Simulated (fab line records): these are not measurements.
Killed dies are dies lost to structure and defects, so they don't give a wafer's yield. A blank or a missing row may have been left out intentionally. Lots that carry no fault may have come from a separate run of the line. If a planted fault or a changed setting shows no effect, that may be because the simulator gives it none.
Struck lot and sound lot, side by side + flow nand harc + 14 out of 1302 route steps
Sound: the wafers L640.1, L640.2, L640.6. Wafers L635.1, L635.2, L635.6 were the ones struck. Last of all comes the cause.
For every step that has rows: the tool of each side, followed by ch and its chambers, followed by its first start. Under that, the readings that differ: sound wafers + struck wafers + difference of the means + sigmas: that difference in standard deviations of wafers without a fault.
alike: a reading whose means differ by less than 2 such deviations, as well as words and numbers matching on both sides. not compared: withheld readings; readings where some wafer has no value; bounds like >300 that might hide an equal value; numbers whose values overlap and for which the record gives no deviation.
The two part at a step that has a row with sigmas, a row that says differs or no value, or rows on one side only. Numbers that have no deviation but don't overlap get no sigmas and don't part them. A reading missing from all wafers of one side parts the sides only when that side holds two or more wafers.

first, 1 step without rows for these wafers: NHARC_A_STAIRCASE_HARDBAKE_218 (time 140 s).
NHARC_A_STAIRCASE_DESCUM_219: chemistry O2, time 3 s.
  sound on rie diel-13 ch 0,1,3, day 22 14:56; struck on rie diel-07 ch 2,3, day 20 08:58
  alike: chamber pressure mTorr, drypump motor current A, oes product au, rf vpp V, showerhead plenum p Torr, throttle valve pct
  not compared: rf hours counter h
then, 3 steps without rows for these wafers: NHARC_A_STAIRCASE_TRIM_220 (chemistry O2, time 211.2 s); NHARC_A_STAIRCASE_ETCH_221 (etches the open film in C4F8/O2, target depth 100 nm, time 40.5 s); NHARC_A_STAIRCASE_TRIM_222 (chemistry O2, time 211.2 s).
NHARC_A_STAIRCASE_ETCH_223: etches the open film in C4F8/O2, target depth 100 nm, time 40.5 s.
  sound on rie diel-03 ch 0,3; struck on rie diel-07 ch 0,2,3
  alike: chamber pressure mTorr, oes product au, rf vpp V, run length s
  not compared: rf hours counter h
then, 1 step without rows for these wafers: NHARC_A_STAIRCASE_TRIM_224 (chemistry O2, time 211.2 s).
NHARC_A_STAIRCASE_ETCH_225: etches the open film in C4F8/O2, target depth 100 nm, time 40.5 s.
  sound on rie diel-03 ch 0,1,2; struck on rie diel-07 ch 0,1,3
  alike: chamber pressure mTorr, oes product au, rf vpp V, run length s
  not compared: rf hours counter h
NHARC_A_STAIRCASE_TRIM_226: chemistry O2, time 211.2 s.
  sound on rie diel-03 ch 1,2; struck on rie diel-07 ch 0,1,2
  alike: chamber pressure mTorr, drypump motor current A, oes product au, rf vpp V, showerhead plenum p Torr, throttle valve pct
  not compared: rf hours counter h
NHARC_A_STAIRCASE_ETCH_227: etches the open film in C4F8/O2, target depth 100 nm, time 40.5 s.
  sound on rie diel-03 ch 2,3; struck on rie diel-07 ch 0,3
  alike: chamber pressure mTorr, oes product au, rf vpp V, run length s
  not compared: rf hours counter h
then, 1 step without rows for these wafers: NHARC_A_STAIRCASE_TRIM_229 (chemistry O2, time 211.2 s).
NHARC_A_STAIRCASE_ETCH_230: etches the open film in C4F8/O2, target depth 100 nm, time 40.5 s.
  sound on rie diel-03 ch 0,2,3, day 22 16:19; struck on rie diel-13 ch 0,1,2, day 20 10:19
| reading          | sound          | struck         | difference | sigmas |
|------------------|----------------|----------------|------------|--------|
| run length s (s) | 61.3 61.6 61.8 | 63.5 63.9 63.5 | +2.1       | +5     |
  alike: chamber pressure mTorr, oes product au, rf vpp V
  not compared: rf hours counter h
then, 1 step without rows for these wafers: NHARC_A_STAIRCASE_TRIM_231 (chemistry O2, time 211.2 s).
-- record jumps: 8 days between struck wafers' starts before vs after; left off in module A_STAIRCASE, resumes in module END, first step shown is number 1302 of the route --
NHARC_END_SORT_01:
  at this point the record logs the struck wafers (prober-02 ch 0, day 28 08:50) and has no rows for the sound ones

## WHERE THEY PART
First at NHARC_A_STAIRCASE_ETCH_230; last, within this record, at NHARC_END_SORT_01.

WHY: what had been put in by the simulator
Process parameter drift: rie diel-13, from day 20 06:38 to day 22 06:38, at NHARC_A_STAIRCASE_ETCH_230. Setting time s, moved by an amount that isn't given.
